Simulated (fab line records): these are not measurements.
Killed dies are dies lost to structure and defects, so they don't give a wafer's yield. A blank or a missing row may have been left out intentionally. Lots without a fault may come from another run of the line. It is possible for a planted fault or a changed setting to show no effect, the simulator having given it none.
fab line records | flow nand-harc
record lots=15 | wafers=45 | last-day=33
route steps=1302 shown A_BLC@1119
lots untouched by any fault: they come from a run of this same line in which no faults occurred
start-h: hours from the record's opening day to when the first of the lot's shown wafers began | wait-h: how many hours have passed since the lot's step before this one | " same as the row above | L1.1+2: a row that stands for several wafers | - either no value or no given start | * or withheld: withheld | < > ~ a bound
route shown NAME@n: NAME is a module with steps in the file, n the number in the route of the first one | usual: average and standard deviation across the fault-free wafers | same: alike in all rows | chamber/n: place in a boat | sites: per-site readings | _std_site: standard deviation of those values | _edge_site: inner sites' mean taken away from outer sites' mean | radius-mm: for every site, how far away it sits from the centre of the wafer | mask NAME#n: copy n | behind: tool/chamber where the wafer was last shaped | hold: the reason the lot was held/the length of the hold in hours/how it ended | device: the n, p or np transistor that did not switch | end of line: the route-end tests of the same wafers | a step with no rows: only its recipe | killed: dies that structure and defects cost at the first sort, which is not the same as the wafer's yield | map: shows each die of a wafer: x if killed, . if not, _ if none is there
set.NAME: the setting the step ran with; set.NAME@STEP: the setting that earlier step ran with | model.NAME: the simulator's own value behind a step, which no gauge read
route steps across a sampled set of lots; one table per step, one row per wafer
services: from which hour (start-h, from the record's first day; less than 0 if before it) a tool's chamber was out of use, for how many hours, and why
## steps
# step NHARC_A_BLC_INSPECT_12
# usual raw-defect-count=85/38
lot.wafer | tool              | chamber | start-h | wait-h | raw-defect-count
L589.1    | defect-inspect-02 | -       | 525.02  | 0.0    | 17
L589.5    | "                 | -       | "       | "      | 9
L589.6    | "                 | -       | "       | "      | 17
L590.1    | defect-inspect-01 | -       | 535.94  | 0.0    | 152
L590.5    | "                 | -       | "       | "      | 183
L590.6    | "                 | -       | "       | "      | 155
L592.1    | defect-inspect-01 | -       | 544.50  | 0.0    | 74
L592.4    | "                 | -       | "       | "      | 83
L592.6    | "                 | -       | "       | "      | 84
L594.1    | defect-inspect-01 | -       | 555.14  | 0.0    | 115
L594.2    | "                 | -       | "       | "      | 121
L594.5    | "                 | -       | "       | "      | 114
L597.4    | defect-inspect-02 | -       | 598.29  | 0.0    | 28
L597.5    | "                 | -       | "       | "      | 31
L597.6    | "                 | -       | "       | "      | 38
L596.3    | defect-inspect-02 | -       | 602.10  | 0.0    | 121
L596.4    | "                 | -       | "       | "      | 118
L596.6    | "                 | -       | "       | "      | 116
L598.1    | defect-inspect-01 | -       | 607.99  | 0.0    | 41
L598.2    | "                 | -       | "       | "      | 32
L598.5    | "                 | -       | "       | "      | 41
L599.2    | defect-inspect-02 | -       | 621.45  | 0.0    | 60
L599.3    | "                 | -       | "       | "      | 57
L599.6    | "                 | -       | "       | "      | 66
L601.3    | defect-inspect-02 | -       | 627.84  | 0.0    | 58
L601.5    | "                 | -       | "       | "      | 39
L601.6    | "                 | -       | "       | "      | 42
L600.4    | defect-inspect-02 | -       | 631.44  | 0.0    | 79
L600.5    | "                 | -       | "       | "      | 79
L600.6    | "                 | -       | "       | "      | 90
L608.1    | defect-inspect-01 | -       | 700.83  | 0.0    | 115
L608.2    | "                 | -       | "       | "      | 126
L608.3    | "                 | -       | "       | "      | 104
L610.1    | defect-inspect-01 | -       | 717.22  | 0.0    | 25
L610.2    | "                 | -       | "       | "      | 21
L610.4    | "                 | -       | "       | "      | 20
L609.4    | defect-inspect-01 | -       | 719.89  | 0.0    | 130
L609.5    | "                 | -       | "       | "      | 132
L609.6    | "                 | -       | "       | "      | 116
L611.3    | defect-inspect-01 | -       | 737.71  | 0.0    | 68
L611.4    | "                 | -       | "       | "      | 53
L611.5    | "                 | -       | "       | "      | 65
L612.4    | defect-inspect-02 | -       | 738.94  | 0.0    | 124
L612.5    | "                 | -       | "       | "      | 137
L612.6    | "                 | -       | "       | "      | 110
# step NHARC_A_BLC_ETCH_18
# recipe target-depth-a=9100 | c4f8-flow-sccm=20 | o2-flow-sccm=10 | ar-flow-sccm=withheld | rf-w=600 | bias-w=1500 | chemistry=C4F8/O2/Ar
# usual oes-product-au=0.945/0.021 | rf-vpp-V=978/4.1
lot.wafer | tool        | chamber | start-h | wait-h | oes-product-au | rf-hours-counter-h | rf-vpp-V
L589.1    | rie-diel-01 | 2       | -       | -      | 0.995          | 9                  | 975
L589.6    | "           | 2       | "       | "      | 0.998          | -                  | 973
L589.5    | "           | 3       | "       | "      | 0.967          | -                  | 984
L590.1    | rie-diel-01 | 2       | -       | -      | 0.939          | 10                 | 974
L590.5    | "           | 0       | "       | "      | 0.904          | -                  | 972
L590.6    | "           | 1       | "       | "      | 0.922          | -                  | 975
L592.1    | rie-diel-06 | 0       | -       | -      | 0.938          | 3                  | 979
L592.4    | "           | 2       | "       | "      | 0.949          | 3                  | 977
L592.6    | "           | 0       | "       | "      | 0.941          | -                  | 981
L594.2    | rie-diel-01 | 0       | -       | -      | 0.958          | 11                 | 972
L594.1    | "           | 3       | "       | "      | 0.953          | 10                 | 984
L594.5    | "           | 0       | "       | "      | 0.961          | -                  | 974
L597.4    | rie-diel-01 | 2       | -       | -      | 0.948          | 2                  | 974
L597.6    | "           | 1       | "       | "      | 0.958          | -                  | 976
L597.5    | "           | 2       | "       | "      | 0.961          | -                  | 974
L596.3    | rie-diel-01 | 2       | -       | -      | 0.959          | 3                  | 975
L596.4    | "           | 0       | "       | "      | 0.959          | -                  | 972
L596.6    | "           | 2       | "       | "      | 0.963          | -                  | 974
L598.2    | rie-diel-01 | 0       | -       | -      | 0.978          | 3                  | 972
L598.1    | "           | 3       | "       | "      | 0.984          | 3                  | 985
L598.5    | "           | 1       | "       | "      | 0.963          | -                  | 976
L599.2    | rie-diel-01 | 3       | -       | -      | 0.925          | 4                  | 984
L599.3    | "           | 1       | "       | "      | 0.921          | 3                  | 975
L599.6    | "           | 0       | "       | "      | 0.918          | -                  | 974
L601.3    | rie-diel-02 | 3       | -       | -      | 0.953          | 23                 | 987
L601.6    | "           | 1       | "       | "      | 0.985          | -                  | 982
L601.5    | "           | 2       | "       | "      | 0.948          | -                  | 973
L600.4    | rie-diel-06 | 2       | -       | -      | 0.935          | 11                 | 977
L600.6    | "           | 1       | "       | "      | 0.939          | -                  | 978
L600.5    | "           | 2       | "       | "      | 0.933          | -                  | 977
L608.3    | rie-diel-06 | 3       | -       | -      | 0.973          | 3                  | 979
L608.1    | "           | 0       | "       | "      | 0.965          | 3                  | 980
L608.2    | "           | 1       | "       | "      | 0.956          | 2                  | 977
L610.1    | rie-diel-06 | 2       | -       | -      | 0.962          | 3                  | 977
L610.2    | "           | 3       | "       | "      | 0.952          | 4                  | 977
L610.4    | "           | 0       | "       | "      | 0.972          | 4                  | 980
L609.4    | rie-diel-06 | 1       | -       | -      | 0.922          | 3                  | 978
L609.5    | "           | 0       | "       | "      | 0.919          | -                  | 979
L609.6    | "           | 1       | "       | "      | 0.923          | -                  | 979
L611.4    | rie-diel-06 | 0       | -       | -      | 0.948          | 6                  | 980
L611.3    | "           | 2       | "       | "      | 0.933          | 5                  | 975
L611.5    | "           | 0       | "       | "      | 0.949          | -                  | 981
L612.4    | rie-diel-06 | 3       | -       | -      | 0.931          | 6                  | 978
L612.6    | "           | 1       | "       | "      | 0.930          | -                  | 979
L612.5    | "           | 2       | "       | "      | 0.930          | -                  | 979
# step NHARC_A_BLC_PVD_32
# recipe target-thk-a=50 | chamber-pressure-pa=5 | power-w=5000 | substrate-temp-c=200 | time-s=17.7 | material=Ti
# usual cathode-dc-power-W=5000.0/0.92 | chamber-pressure-pa=5.000/0.011 | substrate-temp-c=199.99/0.17 | throttle-valve-pct=30.2/1.2
lot.wafer | tool           | chamber | start-h | wait-h | cathode-dc-power-W | chamber-pressure-pa | substrate-temp-c | throttle-valve-pct
L589.1    | pvd-sputter-02 | -       | 526.82  | -      | 4999.6             | 5.008               | 200.14           | 29.6
L589.6    | "              | -       | "       | "      | 4997.9             | 5.020               | 199.75           | 29.3
L589.5    | "              | -       | "       | "      | 5000.5             | 4.994               | 200.11           | 30.9
L590.1    | pvd-sputter-02 | -       | 537.75  | -      | 4999.4             | 5.005               | 200.36           | 29.4
L590.5    | "              | -       | "       | "      | 5000.3             | 4.996               | 200.26           | 31.1
L590.6    | "              | -       | "       | "      | 5000.2             | 5.009               | 199.67           | 32.0
L592.4    | pvd-sputter-03 | -       | 546.26  | -      | 4999.5             | 5.015               | 199.67           | 28.6
L592.1    | "              | -       | "       | "      | 5000.7             | 5.006               | 200.06           | 31.4
L592.6    | "              | -       | "       | "      | 5000.9             | 5.011               | 199.80           | 28.5
L594.1    | pvd-sputter-03 | -       | 557.11  | -      | 5000.0             | 5.022               | 200.18           | 30.9
L594.2    | "              | -       | "       | "      | 4999.2             | 5.011               | 199.77           | 31.3
L594.5    | "              | -       | "       | "      | 4999.5             | 4.999               | 199.87           | 28.4
L597.4    | pvd-sputter-02 | -       | 600.05  | -      | 4998.1             | 4.996               | 200.04           | 29.4
L597.6    | "              | -       | "       | "      | 4999.8             | 5.000               | 200.13           | 29.6
L597.5    | "              | -       | "       | "      | 4999.9             | 4.963               | 199.80           | 31.1
L596.3    | pvd-sputter-01 | -       | 604.04  | -      | 4999.0             | 5.020               | 199.93           | 28.7
L596.4    | "              | -       | "       | "      | 5001.1             | 4.985               | 200.11           | 31.0
L596.6    | "              | -       | "       | "      | 5000.7             | 5.012               | 200.07           | 31.3
L598.1    | pvd-sputter-03 | -       | 609.80  | -      | 5000.0             | 5.010               | 200.05           | 31.6
L598.2    | "              | -       | "       | "      | 4999.3             | 4.986               | 199.95           | 28.2
L598.5    | "              | -       | "       | "      | 4999.8             | 5.002               | 199.94           | 31.1
L599.3    | pvd-sputter-02 | -       | 623.21  | -      | 4999.3             | 5.005               | 200.18           | 29.6
L599.2    | "              | -       | "       | "      | 5000.4             | 5.003               | 200.18           | 29.5
L599.6    | "              | -       | "       | "      | 4999.7             | 4.991               | 199.98           | 29.4
L601.3    | pvd-sputter-02 | -       | 629.62  | -      | 5000.8             | 4.999               | 199.97           | 31.9
L601.6    | "              | -       | "       | "      | 4999.3             | 4.991               | 200.18           | 29.2
L601.5    | "              | -       | "       | "      | 5000.9             | 4.996               | 199.94           | 31.0
L600.4    | pvd-sputter-03 | -       | 633.24  | -      | 5000.1             | 4.995               | 199.99           | 28.4
L600.6    | "              | -       | "       | "      | 4999.7             | 4.983               | 200.08           | 30.6
L600.5    | "              | -       | "       | "      | 5000.6             | 5.001               | 200.13           | 30.9
L608.2    | pvd-sputter-01 | -       | 702.59  | -      | 5000.2             | 5.006               | 200.11           | 31.4
L608.3    | "              | -       | "       | "      | 5000.2             | 4.992               | 199.81           | 31.5
L608.1    | "              | -       | "       | "      | 5000.3             | 4.990               | 199.93           | 29.5
L610.4    | pvd-sputter-01 | -       | 718.97  | -      | -                  | -                   | -                | -
L610.1    | "              | -       | "       | "      | -                  | -                   | -                | -
L610.2    | "              | -       | "       | "      | -                  | -                   | -                | -
L609.4    | pvd-sputter-01 | -       | 722.16  | -      | -                  | -                   | -                | -
L609.5    | "              | -       | "       | "      | -                  | -                   | -                | -
L609.6    | "              | -       | "       | "      | -                  | -                   | -                | -
L611.4    | pvd-sputter-02 | -       | 739.67  | -      | -                  | -                   | -                | -
L611.3    | "              | -       | "       | "      | -                  | -                   | -                | -
L611.5    | "              | -       | "       | "      | -                  | -                   | -                | -
L612.4    | pvd-sputter-01 | -       | 740.82  | -      | 4998.8             | 5.002               | 200.28           | 29.2
L612.6    | "              | -       | "       | "      | 5000.5             | 5.008               | 199.98           | 28.6
L612.5    | "              | -       | "       | "      | 4998.7             | 5.003               | 200.08           | 31.0
# step NHARC_A_BLC_CMP_25
# recipe t-overpolish-s=30 | target-thk-nm=150
# usual motor-current-A=11.9/1.2 | overpolish-run-s=30.000/0.0091 | retaining-ring-pressure-frac=1.000/0.005 | time-to-endpoint-s=30.1/2.3
lot.wafer | tool   | chamber | start-h | wait-h | motor-current-A | overpolish-run-s | retaining-ring-pressure-frac | time-to-endpoint-s
L589.1    | cmp-02 | 2       | 527.82  | 0.6    | 11.3            | 29.990           | 0.996                        | 30.0
L589.6    | "      | 3       | "       | "      | 11.4            | 30.000           | 0.990                        | 29.2
L589.5    | "      | 0       | "       | "      | 11.9            | 29.999           | 0.995                        | 27.9
L590.1    | cmp-03 | 1       | 538.61  | 0.4    | 10.1            | 30.002           | 0.997                        | 27.0
L590.5    | "      | 3       | "       | "      | 18.0            | 30.006           | 1.005                        | 29.9
L590.6    | "      | 0       | "       | "      | 11.8            | 30.004           | 0.995                        | 28.7
L592.4    | cmp-02 | 3       | 547.10  | 0.2    | 10.8            | 30.001           | 1.011                        | 29.0
L592.1    | "      | 0       | "       | "      | 12.9            | 29.997           | 0.999                        | 27.9
L592.6    | "      | 0       | "       | "      | 11.8            | 29.998           | 0.999                        | 27.9
L594.2    | cmp-02 | 2       | 557.97  | 0.5    | 11.2            | 30.000           | 0.992                        | 30.2
L594.1    | "      | 3       | "       | "      | 11.0            | 30.010           | 1.006                        | 29.0
L594.5    | "      | 1       | "       | "      | 12.4            | 30.020           | 0.996                        | 27.4
L597.4    | cmp-04 | 1       | 601.10  | 0.3    | 12.6            | 29.997           | 0.997                        | 23.7
L597.5    | "      | 0       | "       | "      | 11.3            | 30.015           | 1.001                        | 30.4
L597.6    | "      | 1       | "       | "      | 12.5            | 29.999           | 0.998                        | 25.9
L596.3    | cmp-02 | 2       | 604.88  | 0.3    | 10.7            | 29.997           | 0.988                        | 26.7
L596.4    | "      | 3       | "       | "      | 11.1            | 29.992           | 1.005                        | 29.7
L596.6    | "      | 2       | "       | "      | 10.9            | 30.001           | 0.999                        | 29.8
L598.1    | cmp-04 | 1       | 610.63  | 0.4    | 13.1            | 29.995           | 0.996                        | 24.9
L598.2    | "      | 2       | "       | "      | 12.0            | 29.999           | 0.993                        | 30.8
L598.5    | "      | 1       | "       | "      | 12.9            | 30.012           | 0.998                        | 28.7
L599.2    | cmp-02 | 1       | 624.05  | 0.4    | 12.7            | 30.003           | 0.993                        | 29.7
L599.3    | "      | 0       | "       | "      | 12.4            | 29.998           | 1.000                        | 30.1
L599.6    | "      | 2       | "       | "      | 10.6            | 29.993           | 0.995                        | 34.1
L601.3    | cmp-02 | 1       | 630.47  | 0.3    | 11.6            | 30.021           | 0.998                        | 30.3
L601.6    | "      | 0       | "       | "      | 13.2            | 30.007           | 1.002                        | 26.0
L601.5    | "      | 1       | "       | "      | 12.3            | 30.011           | 0.992                        | 33.0
L600.4    | cmp-04 | 1       | 638.30  | 0.4    | 12.6            | 29.993           | 1.004                        | 24.6
L600.5    | "      | 3       | "       | "      | 11.6            | 30.001           | 0.998                        | 26.8
L600.6    | "      | 0       | "       | "      | 11.6            | 30.009           | 1.010                        | 33.6
L608.3    | cmp-02 | 0       | 703.44  | 0.3    | 12.6            | 29.995           | 1.001                        | 28.2
L608.2    | "      | 2       | "       | "      | 11.1            | 30.015           | 1.010                        | 31.3
L608.1    | "      | 3       | "       | "      | 10.9            | 30.012           | 1.001                        | 29.8
L610.2    | cmp-02 | 3       | 719.83  | 0.4    | 10.7            | 29.999           | 0.993                        | 28.7
L610.4    | "      | 0       | "       | "      | 12.1            | 30.009           | 0.997                        | 27.6
L610.1    | "      | 1       | "       | "      | 12.6            | 29.998           | 1.002                        | 30.3
L609.4    | cmp-02 | 2       | 723.05  | 0.4    | 11.4            | 29.991           | 1.002                        | 31.0
L609.5    | "      | 3       | "       | "      | 10.4            | 29.989           | 0.991                        | 35.4
L609.6    | "      | 0       | "       | "      | 12.1            | 29.989           | 1.010                        | 29.9
L611.3    | cmp-02 | 0       | 740.56  | 0.3    | 12.5            | 30.003           | 0.994                        | 30.0
L611.4    | "      | 1       | "       | "      | 12.9            | 29.991           | 0.997                        | 32.2
L611.5    | "      | 0       | "       | "      | 12.2            | 30.002           | 1.002                        | 28.5
L612.4    | cmp-02 | 3       | 741.69  | 0.3    | 11.1            | 30.005           | 1.003                        | 29.9
L612.6    | "      | 1       | "       | "      | 12.8            | 29.988           | 1.001                        | 31.4
L612.5    | "      | 2       | "       | "      | 11.2            | 29.997           | 1.001                        | 32.0
## services
tool           | chamber | start-h | hours | kind
pvd-sputter-03 | -       | 507.09  | 7.7   | repair
pvd-sputter-03 | -       | 526.09  | 10.0  | pm
cmp-02         | -       | 538.43  | 4.0   | pm
rie-diel-01    | 2       | 553.03  | 9.4   | repair
rie-diel-01    | -       | 558.12  | 9.0   | pm
cmp-02         | -       | 567.80  | 1.2   | repair
cmp-02         | -       | 578.23  | 3.4   | repair
pvd-sputter-01 | -       | 582.00  | 10.0  | pm
rie-diel-01    | 1       | 601.98  | 3.9   | repair
rie-diel-06    | 0       | 604.93  | 7.4   | repair
cmp-02         | -       | 636.43  | 4.0   | pm
rie-diel-06    | 3       | 636.91  | 6.2   | repair
pvd-sputter-02 | -       | 638.21  | 10.0  | pm
rie-diel-06    | -       | 661.20  | 9.0   | pm
rie-diel-01    | 0       | 665.49  | 9.5   | repair
pvd-sputter-03 | -       | 672.96  | 2.1   | repair
pvd-sputter-03 | -       | 678.46  | 5.5   | repair
pvd-sputter-02 | -       | 693.21  | 11.4  | repair
pvd-sputter-03 | -       | 704.09  | 10.0  | pm
rie-diel-01    | 0       | 711.86  | 6.3   | repair
rie-diel-01    | 2       | 714.35  | 63.7  | repair
pvd-sputter-02 | -       | 716.23  | 5.9   | repair
cmp-02         | -       | 734.43  | 4.0   | pm
rie-diel-01    | -       | 735.12  | 9.0   | pm
## key
first-sign step=NHARC_A_BLC_PVD_32 | reading=tool-record | direction=missing
effect none on later readings
met-at NHARC_A_BLC_PVD_32
struck-lots L609,L610,L611
sort-left-out L609.4,L609.5,L609.6,L610.1,L610.2,L610.4,L611.3,L611.4,L611.5
tester-left-out L609,L610,L611
not-acting-at NHARC_A_BLC_INSPECT_12,NHARC_A_BLC_ETCH_18,NHARC_A_BLC_CMP_25
onset-between 702.59 718.97
fault kind=skipped-step-whole | tool=pvd-sputter-01,pvd-sputter-02 | chamber=- | onset-h=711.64 | steps=NHARC_A_BLC_PVD_32 | scope=struck-lots-only
# tester-left-out: of these lots the tester's yield and bins aren't shown, on N5 and GAA mostly nor the transistor test; their killed dies are dies lost to structure and defects alone, not to doping, threshold or leakage, so they don't give the yield
# sort-left-out: the simulated sort isn't trusted on such a fault, so these wafers' sort isn't shown, and their yield isn't known
